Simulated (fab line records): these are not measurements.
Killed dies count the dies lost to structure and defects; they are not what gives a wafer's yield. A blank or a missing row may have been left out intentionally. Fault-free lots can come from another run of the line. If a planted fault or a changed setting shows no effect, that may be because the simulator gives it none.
Matching of chambers | flow n5_finfet | rie_diel-04 running N5_HKMG_FIN_ETCH_31: 4 sister chambers
The step etches SiARC in CF4, target depth 45.5 nm, time 75.8 s. 14 wafers are shown with their chamber, then 7 later ones without.

== WAFERS PAIRED WITH THEIR CHAMBERS ==
wafer  | chamber | drypump_motor_current_A (A) | showerhead_plenum_p_Torr (Torr) | etch_rf_on_time_s (s)
L079.4 | 0       | 5.82                        | 2.11                            | 74.1
L079.5 | 1       | 5.92                        | 2.09                            | 73.1
L079.6 | 2       | 5.40                        | 2.21                            | 77.1
L085.2 | 2       | 5.41                        | 2.20                            | 77.2
L085.3 | 1       | 5.94                        | 2.08                            | 73.0
L085.4 | 2       | 5.42                        | 2.20                            | 76.7
L086.2 | 3       | 5.22                        | 2.21                            | 78.4
L086.3 | 0       | 5.86                        | 2.11                            | 73.4
L086.4 | 3       | 5.26                        | 2.21                            | 78.0
L090.1 | 3       | 5.24                        | 2.21                            | 78.5
L090.2 | 0       | 5.87                        | 2.10                            | 73.4
L090.3 | 2       | 5.40                        | 2.20                            | 78.2
L090.4 | 0       | 5.87                        | 2.10                            | 73.1
L090.5 | 2       | 5.45                        | 2.20                            | 78.4

SIGNATURES, as means of the wafers listed above
reading                  | chamber 0 | chamber 1 | chamber 2 | chamber 3 | scatter within a chamber
drypump_motor_current_A  | 5.8550    | 5.9300    | 5.4160    | 5.2400    | 0.021
showerhead_plenum_p_Torr | 2.1050    | 2.0850    | 2.2020    | 2.2100    | 0.0048
etch_rf_on_time_s        | 73.500    | 73.050    | 77.520    | 78.300    | 0.536
Rule: distance of a wafer from a chamber = root of the sum over the readings of ((wafer's reading minus chamber's mean) / reading's scatter) squared. The wafer belongs to the nearest chamber; if the next one is less than 2 further off, it can't be placed. The scatter: the root of (the sum of the squares of (reading less its chamber's mean) over the shown wafers, divided by (wafers less chambers)).

== WAFERS WITH NO CHAMBER GIVEN ==
wafer  | drypump_motor_current_A (A) | showerhead_plenum_p_Torr (Torr) | etch_rf_on_time_s (s)
L090.6 | 5.23                        | 2.21                            | 78.5
L091.3 | 5.88                        | 2.08                            | 73.4
L091.4 | 5.23                        | 2.21                            | 77.8
L091.5 | 5.24                        | 2.21                            | 77.8
L094.2 | 5.95                        | 2.08                            | 74.3
L094.3 | 5.82                        | 2.10                            | 73.9
L094.4 | 5.22                        | 2.20                            | 79.5

== EACH ONE'S CHAMBER ==
wafer  | from the rows above | in truth
L090.6 | 3                   | 3
L091.3 | 1                   | 1
L091.4 | 3                   | 3
L091.5 | 3                   | 3
L094.2 | 1                   | 1
L094.3 | 0                   | 0
L094.4 | 3                   | 3
Correctly placed: 7 of 7. Left unplaced by these rows: 0. Number placed wrongly: 0.
